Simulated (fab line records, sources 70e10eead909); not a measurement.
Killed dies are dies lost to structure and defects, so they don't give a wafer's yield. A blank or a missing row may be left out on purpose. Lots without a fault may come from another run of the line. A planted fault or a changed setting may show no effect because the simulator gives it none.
fab line records | flow nand_harc
record lots=12 wafers=36 last_day=33
route steps=1302 shown A_ONON_D1@447 A_CHANNEL_HOLE_D1@465 END@1302
lots that met no fault: from a run of the same line without faults
start_h: hours from the record's first day to the start of the lot's first wafer shown | wait_h: hours since the lot's step before | " the same as in the row above | L1.1+2: a row that stands for several wafers | - no value, or no start given | * or withheld: withheld | < > ~ a bound
route shown NAME@n: a module of which the file shows steps, and the number in the route of the first | usual: mean/standard deviation of fault-free wafers | same: alike in all rows | chamber/n: place in a boat | sites: the reading at each site | _std_site: their standard deviation | _edge_site: outer sites' mean less inner sites' | radius_mm: how far each site lies from the wafer's centre | mask NAME#n: copy n | behind: the tool/chamber that last shaped the wafer | hold: why the lot was held/for how many hours/how that ended | device: the transistor (n, p or np) that didn't switch | end of line: the same wafers' tests at the end of the route | a step without rows: its recipe alone | killed: dies lost to structure and defects at the first sort, not the wafer's yield | map: a wafer's dies, x killed, . not, _ none there
set.NAME: the setting as run; set.NAME@STEP: as run at that earlier step | model.NAME: the simulator's own value behind a step, which no gauge read
steps of the route over a sample of lots; a table a step, a row a wafer
services: from which hour (start_h, from the record's first day; less than 0 if before it) a tool's chamber was out of use, for how many hours, and why
## steps
# step NHARC_A_ONON_D1_THK_MEAS_34
# recipe thk_meas_gauge=ellipsometry
# usual thk_nm=199.9/2.8
# columns lot.wafer tool chamber start_h wait_h thk_nm
L801.2 film_metro-02 - 192.72 - 193.3
L801.4 " - " " 200.8
L801.6 " - " " 199.0
L803.1 film_metro-02 - 207.37 - 201.0
L803.3 " - " " 200.3
L803.4 " - " " 202.2
L805.2 film_metro-01 - 219.80 - 198.7
L805.5 " - " " 201.2
L805.6 " - " " 202.9
L804.1 film_metro-02 - 219.88 - 198.2
L804.5 " - " " 204.4
L804.6 " - " " 202.5
L807.1 film_metro-01 - 244.63 - 203.3
L807.3 " - " " 196.4
L807.6 " - " " 198.7
L809.2 film_metro-02 - 262.16 - 200.4
L809.4 " - " " 202.5
L809.5 " - " " 199.7
L812.4 film_metro-02 - 292.45 - 199.8
L812.5 " - " " 198.5
L812.6 " - " " 199.3
L813.3 film_metro-02 - 323.34 - 200.0
L813.5 " - " " 203.5
L813.6 " - " " 203.6
L814.1 film_metro-01 - 323.47 - 201.0
L814.3 " - " " 198.0
L814.5 " - " " 201.5
L816.1 film_metro-02 - 339.50 0.5 203.4
L816.4 " - " " 201.9
L816.6 " - " " 201.4
L821.1 film_metro-01 - 387.70 - 201.4
L821.2 " - " " 196.7
L821.6 " - " " 202.5
L823.3 film_metro-02 - 404.64 - 196.9
L823.4 " - " " 204.3
L823.6 " - " " 200.0
# step NHARC_A_CHANNEL_HOLE_D1_DESCUM_15
# recipe time_s=3 o2_flow_sccm=200 ar_flow_sccm=0 bias_power_w=0 chemistry=O2
# usual drypump_motor_current_A=5.6/0.54 oes_product_au=1.002/0.0095 rf_vpp_V=57.8/0.83 showerhead_plenum_p_Torr=1.92/0.085 throttle_valve_pct=11.310/0.0085
# columns lot.wafer tool chamber start_h wait_h drypump_motor_current_A oes_product_au rf_hours_counter_h rf_vpp_V showerhead_plenum_p_Torr throttle_valve_pct
L801.2 rie_diel-07 3 197.40 0.1 5.7 0.993 6 57.7 1.97 11.306
L801.4 " 0 " " 5.5 0.993 5 58.7 1.94 11.307
L801.6 " 3 " " 5.7 0.988 - 57.0 1.98 11.306
L803.1 rie_diel-07 2 210.44 0.1 4.8 1.017 5 57.7 1.98 11.319
L803.3 " 3 " " 5.7 1.008 7 57.3 1.97 11.301
L803.4 " 0 " " 5.5 1.005 7 58.0 1.94 11.310
L805.2 rie_diel-07 0 223.06 0.1 5.5 1.005 7 57.8 1.94 11.312
L805.5 " 3 " " 5.7 1.000 - 58.6 1.97 11.304
L805.6 " 0 " " 5.5 1.005 - 57.9 1.94 11.313
L804.1 rie_diel-07 3 224.86 0.1 5.7 1.002 9 58.4 1.97 11.324
L804.5 " 3 " " 5.7 1.005 - 57.7 1.97 11.301
L804.6 " 0 " " 5.5 1.006 - 57.7 1.94 11.309
L807.1 rie_diel-11 0 248.93 0.1 5.3 0.998 43 58.0 2.05 11.306
L807.3 " 1 " " 5.4 1.013 47 58.5 1.98 11.302
L807.6 " 3 " " 6.2 0.988 - 55.9 1.83 11.309
L809.2 rie_diel-07 1 265.20 0.1 5.3 1.011 11 57.5 1.80 11.311
L809.5 " 0 " " 5.5 1.014 - 56.2 1.94 11.316
L809.4 " 1 " " 5.3 1.002 - 57.4 1.80 11.317
L812.4 rie_diel-10 3 295.39 0.1 6.8 0.998 18 57.6 2.00 11.305
L812.6 " 0 " " 5.5 1.005 - 57.4 1.99 11.310
L812.5 " 1 " " 6.5 1.005 - 56.1 1.84 11.316
L813.3 rie_diel-07 1 328.47 0.1 5.3 1.006 1 56.9 1.80 11.303
L813.5 " 2 " " 4.8 1.005 - 57.5 1.98 11.319
L813.6 " 3 " " 5.7 1.014 - 59.3 1.97 11.312
L814.1 rie_diel-07 2 329.90 0.1 4.8 1.018 1 58.2 1.98 11.307
L814.3 " 3 " " 5.7 1.014 2 56.9 1.97 11.290
L814.5 " 2 " " 4.8 1.004 - 58.9 1.98 11.293
L816.1 rie_diel-07 3 342.48 0.1 5.7 1.009 3 59.6 1.97 11.324
L816.4 " 2 " " 4.8 0.999 3 56.8 1.98 11.329
L816.6 " 3 " " 5.7 1.014 - 58.9 1.97 11.297
L821.1 rie_diel-10 2 390.66 0.1 5.2 1.004 47 55.5 1.77 11.297
L821.2 " 3 " " 6.8 1.001 50 55.9 1.99 11.306
L821.6 " 2 " " 5.2 1.003 - 57.7 1.77 11.310
L823.4 rie_diel-11 1 408.09 0.1 5.4 1.009 44 57.7 1.96 11.312
L823.3 " 2 " " 6.0 1.003 46 56.0 1.76 11.327
L823.6 " 3 " " 6.3 1.004 - 56.7 1.82 11.308
# step NHARC_A_CHANNEL_HOLE_D1_ETCH_39
# recipe target_depth_a=2600 over_etch_frac=0.3 time_s=325 ion_energy_ev=200 n2_flow_sccm=150 h2_flow_sccm=150 ar_flow_sccm=0 rf_w=400 bias_w=150 chemistry=N2/H2
# usual drypump_motor_current_A=5.5/0.54 oes_product_au=1.002/0.0092 rf_vpp_V=430.4/2.8 showerhead_plenum_p_Torr=2.04/0.098 throttle_valve_pct=14.171/0.0085
# columns lot.wafer tool chamber start_h wait_h drypump_motor_current_A oes_product_au rf_hours_counter_h rf_vpp_V showerhead_plenum_p_Torr throttle_valve_pct
L801.2 rie_diel-07 0 197.58 - 5.5 1.001 5 431.9 2.07 14.159
L801.4 " 1 " " 5.3 0.991 5 427.2 1.91 14.171
L801.6 " 1 " " 5.3 0.994 - 427.0 1.91 14.173
L803.4 rie_diel-07 1 210.64 - 5.3 0.990 7 428.7 1.91 14.165
L803.1 " 2 " " 4.8 1.012 5 431.9 2.12 14.182
L803.3 " 3 " " 5.7 0.992 7 432.2 2.11 14.165
L805.2 rie_diel-07 3 223.27 - 5.7 1.004 8 433.7 2.11 14.169
L805.6 " 1 " " 5.3 1.006 - 427.9 1.91 14.173
L805.5 " 2 " " 4.8 1.016 - 431.9 2.12 14.183
L804.1 rie_diel-07 2 225.06 - 4.8 0.996 6 432.7 2.12 14.178
L804.6 " 1 " " 5.3 0.993 - 428.0 1.91 14.164
L804.5 " 2 " " 4.8 1.014 - 430.8 2.12 14.180
L807.3 rie_diel-11 1 249.22 - 5.4 1.005 47 432.2 2.11 14.174
L807.1 " 2 " " 6.1 1.000 47 425.5 1.89 14.178
L807.6 " 1 " " 5.4 1.014 - 431.0 2.11 14.162
L809.2 rie_diel-07 2 265.42 0.1 4.8 1.007 9 433.9 2.12 14.182
L809.4 " 2 " " 4.8 1.008 - 432.9 2.12 14.171
L809.5 " 2 " " 4.8 1.020 - 432.9 2.12 14.180
L812.4 rie_diel-10 2 295.58 - 5.1 0.991 16 427.1 1.90 14.164
L812.6 " 2 " " 5.2 0.990 - 427.0 1.90 14.184
L812.5 " 3 " " 6.7 0.993 - 432.9 2.14 14.160
L813.3 rie_diel-07 1 328.67 - 5.3 0.815 1 426.6 1.91 14.174
L813.5 " 3 " " 5.7 0.813 - 432.0 2.10 14.158
L813.6 " 0 " " 5.5 0.804 - 430.7 2.07 14.160
L814.1 rie_diel-07 1 330.07 - 5.3 0.811 2 427.6 1.91 14.183
L814.3 " 2 " " 4.8 0.816 1 431.7 2.11 14.182
L814.5 " 2 " " 4.8 0.817 - 432.9 2.11 14.168
L816.1 rie_diel-07 1 342.68 - 5.3 0.798 3 427.2 1.91 14.174
L816.4 " 2 " " 4.8 0.807 3 432.9 2.11 14.167
L816.6 " 0 " " 5.5 0.805 - 431.3 2.07 14.168
L821.1 rie_diel-10 0 390.90 - 5.4 1.003 51 432.0 2.11 14.176
L821.2 " 2 " " 5.1 0.998 47 427.5 1.88 14.173
L821.6 " 3 " " 6.8 1.005 - 432.3 2.13 14.171
L823.3 rie_diel-11 1 408.36 - 5.4 1.008 44 431.8 2.09 14.181
L823.4 " 2 " " 6.0 1.012 46 425.4 1.88 14.154
L823.6 " 1 " " 5.4 1.020 - 430.7 2.09 14.172
# step NHARC_A_CHANNEL_HOLE_D1_ETCH_23
# recipe bias_v=5000 source_w=withheld pressure_mtorr=20 time_s=819 ar_flow_sccm=375 c4f8_flow_sccm=89.3 o2_flow_sccm=35.7 temp_c=-20 target_depth_a=16000 chemistry=C4F8/O2/Ar
# usual drypump_motor_current_A=5.5/0.33 showerhead_plenum_p_Torr=3.66/0.081 throttle_valve_pct=32.154/0.0088
# columns lot.wafer tool chamber start_h wait_h drypump_motor_current_A rf_hours_counter_h showerhead_plenum_p_Torr throttle_valve_pct
L801.2 har_etch-01 1 200.13 0.5 5.9 93 3.71 32.152
L801.4 " 0 " " 5.5 - 3.73 32.148
L801.6 " 0 " " 5.5 - 3.73 32.148
L803.1 har_etch-02 0 213.17 0.5 5.6 307 3.71 32.163
L803.3 " 1 " " 4.9 - 3.53 32.156
L803.4 " 0 " " 5.6 - 3.71 32.159
L805.2 har_etch-01 1 230.14 0.5 5.9 112 3.70 32.155
L805.6 " 0 " " 5.5 - 3.72 32.153
L805.5 " 1 " " 5.8 - 3.70 32.167
L804.1 har_etch-02 1 232.04 0.5 4.9 322 3.52 32.153
L804.5 " 1 " " 4.9 - 3.52 32.154
L804.6 " 0 " " 5.6 - 3.70 32.151
L807.1 har_etch-02 1 251.98 0.5 4.9 330 3.52 32.160
L807.3 " 1 " " 4.9 - 3.52 32.141
L807.6 " 1 " " 4.9 - 3.52 32.160
L809.2 har_etch-01 1 268.47 0.5 5.8 131 3.69 32.159
L809.4 " 1 " " 5.8 - 3.69 32.145
L809.5 " 0 " " 5.5 - 3.71 32.154
L812.4 har_etch-02 0 300.16 0.5 5.6 - 3.68 32.144
L812.6 " 1 " " 4.9 - 3.50 32.164
L812.5 " 0 " " 5.6 - 3.68 32.125
L813.3 har_etch-02 0 331.28 0.5 5.6 - 3.67 32.157
L813.5 " 0 " " 5.6 - 3.67 32.144
L813.6 " 1 " " 4.9 - 3.50 32.133
L814.1 har_etch-01 1 332.62 0.5 5.9 169 3.67 32.156
L814.3 " 0 " " 5.5 - 3.69 32.153
L814.5 " 0 " " 5.5 - 3.69 32.145
L816.1 har_etch-01 0 345.52 0.5 5.5 177 3.68 32.160
L816.4 " 0 " " 5.5 - 3.68 32.168
L816.6 " 0 " " 5.5 - 3.68 32.160
L821.1 har_etch-02 1 395.44 0.5 4.9 1 3.93 32.161
L821.2 " 0 " " 5.6 1 3.66 32.150
L821.6 " 0 " " 5.6 - 3.66 32.159
L823.3 har_etch-01 1 411.03 0.5 5.8 - 3.64 32.153
L823.4 " 0 " " 5.5 - 3.66 32.173
L823.6 " 1 " " 5.8 - 3.64 32.159
# step NHARC_END_SORT_01
# recipe temp_c=25
# usual killed_at_array=55/12 killed_at_other=1.0/1.2 killed_at_periphery=3.9/2.6 killed_dies=60/12 killed_open=3.3/1.9 killed_short=2.5/1.8
# same gross_dies=677
# columns lot.wafer tool chamber start_h wait_h hold killed_at_array killed_at_other killed_at_periphery killed_dies killed_open killed_short
L801.2 prober-01 0 576.23 2.8 - 66 0 2 68 2 1
L801.4 prober-01 0 577.84 3.4 - 70 1 3 74 2 3
L801.6 prober-01 0 579.45 4.0 - 72 0 2 74 1 2
L803.1 prober-02 0 586.51 2.5 - 68 3 4 75 3 2
L803.3 prober-02 0 588.11 3.1 - 75 4 3 82 1 1
L803.4 prober-02 0 588.90 3.4 - 71 2 3 76 2 2
L804.1 prober-01 0 592.76 2.5 - 81 2 4 87 2 2
L804.5 prober-01 0 595.97 3.7 - 83 1 4 88 8 2
L804.6 prober-01 0 596.77 4.0 - 85 2 3 90 2 3
L805.2 prober-02 0 601.48 2.8 - 46 0 2 48 5 2
L805.5 prober-02 0 603.89 3.7 - 37 0 4 41 6 3
L805.6 prober-02 0 604.70 4.0 - 42 1 6 49 5 4
L807.1 prober-01 0 631.41 2.5 - 47 1 5 53 3 0
L807.3 prober-01 0 632.99 3.1 - 62 1 1 64 0 0
L807.6 prober-01 0 635.37 4.0 - 57 1 5 63 1 3
L809.2 prober-02 0 654.64 2.8 - 57 2 8 67 9 5
L809.4 prober-02 0 656.24 3.4 - 51 4 14 69 7 3
L809.5 prober-02 0 657.04 3.7 - 54 1 4 59 6 2
L812.4 prober-01 0 674.40 3.4 - 48 1 1 50 3 5
L812.5 prober-01 0 675.21 3.7 - 38 0 5 43 6 1
L812.6 prober-01 0 676.02 4.0 - 41 0 1 42 4 1
L816.1 prober-02 0 705.66 2.5 await_dispo/2.5h/scrap 677 0 0 677 1 1
L816.4 prober-02 0 708.04 3.4 await_dispo/2.5h/scrap 672 0 5 677 0 2
L816.6 prober-02 0 709.63 4.0 await_dispo/2.5h/scrap 670 0 7 677 4 0
L814.1 prober-01 0 705.69 2.5 await_dispo/1.6h/scrap 672 0 5 677 5 3
L814.3 prober-01 0 707.30 3.1 await_dispo/1.6h/scrap 676 0 1 677 5 5
L814.5 prober-01 0 708.90 3.7 await_dispo/1.6h/scrap 674 0 3 677 4 2
L813.3 prober-02 0 716.10 3.1 await_dispo/2.4h/scrap 673 1 2 676 4 3
L813.5 prober-02 0 717.71 3.7 await_dispo/2.4h/scrap 675 0 2 677 5 1
L813.6 prober-02 0 718.51 4.0 await_dispo/2.4h/scrap 674 2 1 677 2 1
L821.1 prober-02 0 766.97 2.5 - 44 1 3 48 3 6
L821.2 prober-02 0 767.76 2.8 - 50 2 1 53 4 6
L821.6 prober-02 0 770.92 4.0 - 56 2 4 62 5 5
L823.3 prober-01 0 778.46 3.1 - 56 0 4 60 4 2
L823.4 prober-01 0 779.26 3.4 - 66 0 8 74 3 1
L823.6 prober-01 0 780.86 4.0 - 59 0 3 62 5 2
# killed by level:class
L801.2 A_CHANNEL_HOLE_D2:chamber_film_flake=28 A_SLIT:chamber_film_flake=24 A_STAIRCASE:chamber_film_flake=5 A_CONTACT:chamber_film_flake=3 A_CHANNEL_HOLE_D1:chamber_film_flake=2 P_CONTACT:geometric_particle:open=1 A_CHANNEL_FILL_D2:geometric_particle:open=1 A_WL_FILL:geometric_particle:short=1
L801.4 A_CHANNEL_HOLE_D2:chamber_film_flake=27 A_SLIT:chamber_film_flake=26 A_CONTACT:chamber_film_flake=5 A_STAIRCASE:chamber_film_flake=4 P_ZERO_WELL:chamber_film_flake=2 A_CHANNEL_HOLE_D1:chamber_film_flake=2 P_STI:geometric_particle:open=1 A_ONON_D1:geometric_particle:short=1
L801.6 A_SLIT:chamber_film_flake=28 A_CHANNEL_HOLE_D2:chamber_film_flake=25 A_CONTACT:chamber_film_flake=11 A_STAIRCASE:chamber_film_flake=3 A_CHANNEL_HOLE_D1:chamber_film_flake=2 A_ONON_D1:geometric_particle:open=1 A_ONON_D1:geometric_particle:short=1 A_CHANNEL_FILL_D1:geometric_particle:short=1
L803.1 A_SLIT:chamber_film_flake=24 A_CHANNEL_HOLE_D1:chamber_film_flake=17 A_CHANNEL_HOLE_D2:chamber_film_flake=15 A_STAIRCASE:chamber_film_flake=4 THIN_TSV:chamber_film_flake=3 P_GATE:chamber_film_flake=2 A_WL_FILL:chamber_film_flake=2 A_CONTACT:chamber_film_flake=2
L803.3 A_SLIT:chamber_film_flake=29 A_CHANNEL_HOLE_D2:chamber_film_flake=22 A_CHANNEL_HOLE_D1:chamber_film_flake=20 THIN_TSV:chamber_film_flake=4 P_M0:geometric_particle:short=1 A_SOURCE_PLATE:geometric_particle:open=1 P_GATE:chamber_film_flake=1 P_BONDPAD:chamber_film_flake=1
L803.4 A_SLIT:chamber_film_flake=27 A_CHANNEL_HOLE_D2:chamber_film_flake=22 A_CHANNEL_HOLE_D1:chamber_film_flake=15 A_STAIRCASE:chamber_film_flake=2 A_WL_FILL:chamber_film_flake=2 THIN_TSV:chamber_film_flake=2 P_GATE:geometric_particle:short=1 P_CONTACT:geometric_particle:open=1
L804.1 A_CHANNEL_HOLE_D1:chamber_film_flake=34 A_SLIT:chamber_film_flake=26 A_STAIRCASE:chamber_film_flake=11 A_CHANNEL_HOLE_D2:chamber_film_flake=4 A_DECK1_JOINT:chamber_film_flake=2 A_CONTACT:chamber_film_flake=2 THIN_TSV:chamber_film_flake=2 P_GATE:geometric_particle:open=1
L804.5 A_CHANNEL_HOLE_D1:chamber_film_flake=25 A_SLIT:chamber_film_flake=24 A_STAIRCASE:chamber_film_flake=10 A_CONTACT:chamber_film_flake=8 A_CHANNEL_HOLE_D2:chamber_film_flake=5 P_GATE:chamber_film_flake=3 P_M0:geometric_particle:open=1 A_SOURCE_PLATE:geometric_particle:short=1
L804.6 A_CHANNEL_HOLE_D1:chamber_film_flake=28 A_SLIT:chamber_film_flake=26 A_STAIRCASE:chamber_film_flake=12 A_CONTACT:chamber_film_flake=8 A_CHANNEL_HOLE_D2:chamber_film_flake=6 A_ONON_D1:geometric_particle:short=2 THIN_TSV:chamber_film_flake=2 P_M1:geometric_particle:open=1
L805.2 A_CHANNEL_HOLE_D2:chamber_film_flake=28 A_CONTACT:chamber_film_flake=6 A_CHANNEL_HOLE_D1:chamber_film_flake=3 A_ONON_D2:geometric_particle:open=2 A_STAIRCASE:chamber_film_flake=2 P_CONTACT:geometric_particle:open=1 P_M0:geometric_particle:open=1 A_CHANNEL_FILL_D1:geometric_particle:short=1
L805.5 A_CHANNEL_HOLE_D2:chamber_film_flake=25 P_M0:geometric_particle:open=2 A_BLC:geometric_particle:open=2 A_CHANNEL_HOLE_D1:chamber_film_flake=2 P_CONTACT:geometric_particle:short=1 A_CHANNEL_HOLE_D1:geometric_particle:short=1 A_ONON_D2:geometric_particle:short=1 A_CHANNEL_FILL_D2:geometric_particle:open=1
L805.6 A_CHANNEL_HOLE_D2:chamber_film_flake=24 P_CONTACT:geometric_particle:open=3 A_DECK1_JOINT:chamber_film_flake=3 A_STAIRCASE:chamber_film_flake=3 A_CONTACT:chamber_film_flake=3 P_GATE:chamber_film_flake=2 A_CHANNEL_FILL_D2:chamber_film_flake=2 P_CONTACT:geometric_particle:short=1
L807.1 A_CHANNEL_HOLE_D1:chamber_film_flake=24 A_CHANNEL_HOLE_D2:chamber_film_flake=13 P_BONDPAD:chamber_film_flake=3 A_CONTACT:chamber_film_flake=3 A_BONDPAD:chamber_film_flake=3 A_ONON_D1:geometric_particle:open=1 A_DECK1_JOINT:geometric_particle:open=1 A_M0:geometric_particle:open=1
L807.3 A_CHANNEL_HOLE_D1:chamber_film_flake=34 A_CHANNEL_HOLE_D2:chamber_film_flake=14 A_STAIRCASE:chamber_film_flake=4 A_CONTACT:chamber_film_flake=3 A_BONDPAD:chamber_film_flake=3 A_CHANNEL_FILL_D2:chamber_film_flake=2 P_BONDPAD:chamber_film_flake=1 A_SLIT:chamber_film_flake=1
L807.6 A_CHANNEL_HOLE_D1:chamber_film_flake=31 A_CHANNEL_HOLE_D2:chamber_film_flake=14 P_BONDPAD:chamber_film_flake=5 A_WL_FILL:chamber_film_flake=2 A_CONTACT:chamber_film_flake=2 A_CHANNEL_FILL_D1:geometric_particle:short=1 A_ONON_D2:geometric_particle:short=1 A_CHANNEL_FILL_D2:geometric_particle:short=1
L809.2 A_SLIT:chamber_film_flake=23 A_CHANNEL_HOLE_D2:chamber_film_flake=13 A_CONTACT:chamber_film_flake=4 A_ONON_D1:geometric_particle:open=3 A_CHANNEL_HOLE_D1:chamber_film_flake=3 A_ONON_D1:geometric_particle:short=2 P_STI:chamber_film_flake=2 P_CONTACT:chamber_film_flake=2
L809.4 A_SLIT:chamber_film_flake=20 A_CHANNEL_HOLE_D2:chamber_film_flake=14 A_CHANNEL_HOLE_D1:chamber_film_flake=5 P_CONTACT:chamber_film_flake=4 A_CONTACT:chamber_film_flake=4 THIN_TSV:chamber_film_flake=4 P_GATE:geometric_particle:open=3 P_M2:chamber_film_flake=3
L809.5 A_SLIT:chamber_film_flake=30 A_CHANNEL_HOLE_D2:chamber_film_flake=12 A_ONON_D2:geometric_particle:open=2 P_CONTACT:chamber_film_flake=2 A_CONTACT:chamber_film_flake=2 P_M0:geometric_particle:open=1 A_SOURCE_PLATE:geometric_particle:open=1 A_ONON_D1:geometric_particle:open=1
L812.4 A_CHANNEL_HOLE_D1:chamber_film_flake=28 A_CONTACT:chamber_film_flake=8 A_M0:chamber_film_flake=2 P_M2:geometric_particle:open=1 A_ONON_D1:geometric_particle:open=1 A_CHANNEL_FILL_D1:geometric_particle:short=1 A_ONON_D2:geometric_particle:short=1 A_WL_FILL:geometric_particle:short=1
L812.5 A_CHANNEL_HOLE_D1:chamber_film_flake=23 A_CONTACT:chamber_film_flake=7 P_M0:geometric_particle:open=3 A_SLIT:chamber_film_flake=2 A_STAIRCASE:chamber_film_flake=2 P_GATE:geometric_particle:short=1 P_CONTACT:geometric_particle:open=1 A_CHANNEL_FILL_D1:geometric_particle:open=1
L812.6 A_CHANNEL_HOLE_D1:chamber_film_flake=28 A_CONTACT:chamber_film_flake=6 P_M0:geometric_particle:open=1 A_DECK1_JOINT:geometric_particle:open=1 A_WL_FILL:geometric_particle:open=1 A_WL_FILL:geometric_particle:short=1 A_CONTACT:geometric_particle:open=1 A_CHANNEL_FILL_D1:chamber_film_flake=1
L816.1 A_CHANNEL_HOLE_D1:area_etch=609 A_SLIT:chamber_film_flake=31 A_CHANNEL_HOLE_D2:chamber_film_flake=21 A_CHANNEL_HOLE_D1:chamber_film_flake=6 A_STAIRCASE:chamber_film_flake=5 A_CONTACT:chamber_film_flake=3 A_CHANNEL_FILL_D2:geometric_particle:short=1 A_M0:geometric_particle:open=1
L814.1 A_CHANNEL_HOLE_D1:area_etch=635 A_CHANNEL_HOLE_D2:chamber_film_flake=17 A_CHANNEL_HOLE_D1:chamber_film_flake=6 A_SLIT:chamber_film_flake=3 P_GATE:geometric_particle:open=2 A_CHANNEL_FILL_D1:geometric_particle:short=2 A_ZERO_WELL:chamber_film_flake=2 A_CONTACT:chamber_film_flake=2
L814.3 A_CHANNEL_HOLE_D1:area_etch=627 A_CHANNEL_HOLE_D2:chamber_film_flake=24 A_CHANNEL_HOLE_D1:chamber_film_flake=6 A_SLIT:chamber_film_flake=3 A_DECK1_JOINT:geometric_particle:open=2 A_WL_FILL:geometric_particle:short=2 A_SGD_CUT:chamber_film_flake=2 A_CONTACT:chamber_film_flake=2
L816.4 A_CHANNEL_HOLE_D1:area_etch=618 A_SLIT:chamber_film_flake=25 A_CHANNEL_HOLE_D2:chamber_film_flake=13 A_CONTACT:chamber_film_flake=5 A_CHANNEL_HOLE_D1:chamber_film_flake=4 P_GATE:chamber_film_flake=2 A_STAIRCASE:chamber_film_flake=2 A_SOURCE_PLATE:geometric_particle:short=1
L814.5 A_CHANNEL_HOLE_D1:area_etch=631 A_CHANNEL_HOLE_D2:chamber_film_flake=19 A_CHANNEL_HOLE_D1:chamber_film_flake=8 A_CONTACT:chamber_film_flake=5 A_SLIT:chamber_film_flake=4 A_CHANNEL_FILL_D2:chamber_film_flake=2 P_STI:geometric_particle:short=1 P_M2:geometric_particle:open=1
L816.6 A_CHANNEL_HOLE_D1:area_etch=624 A_SLIT:chamber_film_flake=23 A_CHANNEL_HOLE_D2:chamber_film_flake=11 A_CONTACT:chamber_film_flake=5 P_GATE:chamber_film_flake=4 A_CHANNEL_HOLE_D1:chamber_film_flake=3 A_ONON_D2:geometric_particle:open=1 A_CHANNEL_FILL_D2:geometric_particle:open=1
L813.3 A_CHANNEL_HOLE_D1:area_etch=614 A_CHANNEL_HOLE_D1:chamber_film_flake=28 A_CHANNEL_HOLE_D2:chamber_film_flake=20 A_CHANNEL_FILL_D1:geometric_particle:short=2 A_CHANNEL_HOLE_D2:geometric_particle:open=2 A_CHANNEL_FILL_D2:chamber_film_flake=2 A_SLIT:chamber_film_flake=2 P_M0:geometric_particle:open=1
L813.5 A_CHANNEL_HOLE_D1:area_etch=623 A_CHANNEL_HOLE_D1:chamber_film_flake=24 A_CHANNEL_HOLE_D2:chamber_film_flake=20 P_M0:geometric_particle:open=2 A_SLIT:chamber_film_flake=2 A_ONON_D2:geometric_particle:short=1 A_CHANNEL_HOLE_D2:geometric_particle:open=1 A_BLC:geometric_particle:open=1
L813.6 A_CHANNEL_HOLE_D1:area_etch=622 A_CHANNEL_HOLE_D1:chamber_film_flake=30 A_CHANNEL_HOLE_D2:chamber_film_flake=18 A_SLIT:chamber_film_flake=2 P_CONTACT:geometric_particle:open=1 STARTING-WAFER:geometric_particle:open=1 STARTING-WAFER:geometric_particle:short=1 A_WL_FILL:chamber_film_flake=1
L821.1 A_CHANNEL_HOLE_D2:chamber_film_flake=25 A_SLIT:chamber_film_flake=4 A_WL_FILL:geometric_particle:short=3 P_STI:chamber_film_flake=2 A_CONTACT:chamber_film_flake=2 A_ONON_D1:geometric_particle:open=1 A_CHANNEL_FILL_D1:geometric_particle:open=1 A_CHANNEL_FILL_D1:geometric_particle:short=1
L821.2 A_CHANNEL_HOLE_D2:chamber_film_flake=23 A_SLIT:chamber_film_flake=7 A_ZERO_WELL:chamber_film_flake=3 A_CONTACT:chamber_film_flake=3 A_STAIRCASE:chamber_film_flake=3 A_WL_FILL:geometric_particle:short=2 A_WL_FILL:geometric_particle:open=2 A_M0:geometric_particle:short=2
L821.6 A_CHANNEL_HOLE_D2:chamber_film_flake=34 A_SLIT:chamber_film_flake=6 A_CONTACT:chamber_film_flake=5 A_DECK1_JOINT:geometric_particle:short=2 A_WL_FILL:geometric_particle:short=2 A_STAIRCASE:chamber_film_flake=2 THIN_TSV:chamber_film_flake=2 P_CONTACT:geometric_particle:open=1
L823.3 A_SLIT:chamber_film_flake=30 A_CHANNEL_HOLE_D1:chamber_film_flake=8 A_STAIRCASE:chamber_film_flake=6 A_CONTACT:chamber_film_flake=5 A_ONON_D2:geometric_particle:open=2 P_M0:chamber_film_flake=2 P_GATE:geometric_particle:open=1 A_ONON_D2:geometric_particle:short=1
L823.4 A_SLIT:chamber_film_flake=31 A_STAIRCASE:chamber_film_flake=11 A_CHANNEL_HOLE_D1:chamber_film_flake=10 A_CHANNEL_FILL_D1:chamber_film_flake=9 P_M0:chamber_film_flake=3 A_CONTACT:chamber_film_flake=3 P_GATE:geometric_particle:open=2 P_CONTACT:geometric_particle:open=1
L823.6 A_SLIT:chamber_film_flake=31 A_CHANNEL_HOLE_D1:chamber_film_flake=11 A_STAIRCASE:chamber_film_flake=3 A_CONTACT:chamber_film_flake=3 A_WL_FILL:geometric_particle:open=2 A_WL_FILL:chamber_film_flake=2 A_ONON_D2:geometric_particle:open=1 A_CHANNEL_FILL_D2:geometric_particle:short=1
## services
# columns tool chamber start_h hours kind
rie_diel-07 0 175.20 - clean
rie_diel-07 1 175.20 - clean
rie_diel-07 2 175.20 - clean
rie_diel-07 3 175.20 - clean
rie_diel-07 0 199.70 - clean
rie_diel-07 1 199.70 - clean
rie_diel-07 2 199.70 - clean
rie_diel-07 3 199.70 - clean
rie_diel-11 - 213.28 0.3 repair
rie_diel-07 0 224.43 - clean
rie_diel-07 1 224.43 - clean
rie_diel-07 2 224.43 - clean
rie_diel-07 3 224.43 - clean
rie_diel-10 - 244.83 9.0 pm
rie_diel-07 0 248.95 - clean
rie_diel-07 1 248.95 - clean
rie_diel-11 - 257.42 9.0 pm
rie_diel-07 3 264.80 9.4 repair
rie_diel-07 3 276.96 22.8 repair
rie_diel-10 0 286.93 1.3 repair
rie_diel-07 - 294.20 9.0 pm
rie_diel-07 - 338.27 0.5 repair
har_etch-02 - 377.00 17.0 pm
rie_diel-10 1 384.00 18.2 repair
## key
first_sign step=NHARC_A_CHANNEL_HOLE_D1_ETCH_39 reading=oes_product_au direction=down sigmas=21 usual=1.002 struck=0.809
effect step=NHARC_END_SORT_01 reading=killed_at_array direction=up sigmas=52 usual=55 struck=674
more_kills_born_at NHARC_A_CHANNEL_HOLE_D1_ETCH_39@rie_diel-07=5603
met_at NHARC_A_CHANNEL_HOLE_D1_ETCH_39
struck_lots L813,L814,L816
later_rows_left_out L813.3,L813.5,L813.6,L814.1,L814.3,L814.5,L816.1,L816.4,L816.6
tester_left_out L813,L814,L816
not_acting_at NHARC_A_ONON_D1_THK_MEAS_34,NHARC_A_CHANNEL_HOLE_D1_DESCUM_15,NHARC_A_CHANNEL_HOLE_D1_ETCH_23
onset_between 265.42 328.67
fault kind=process_parameter_drift tool=rie_diel-07 chamber=- onset_h=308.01 steps=NHARC_A_CHANNEL_HOLE_D1_ETCH_39 channel=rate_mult offset=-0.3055 shape=step end_h=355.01
# tester_left_out: of these lots the tester's yield and bins aren't shown, on N5 and GAA mostly nor the transistor test; their killed dies are dies lost to structure and defects alone, not to doping, threshold or leakage, so they don't give the yield
# later_rows_left_out: the simulator's readings of these wafers behind a module that went badly wrong aren't trusted and aren't shown, but for the sort
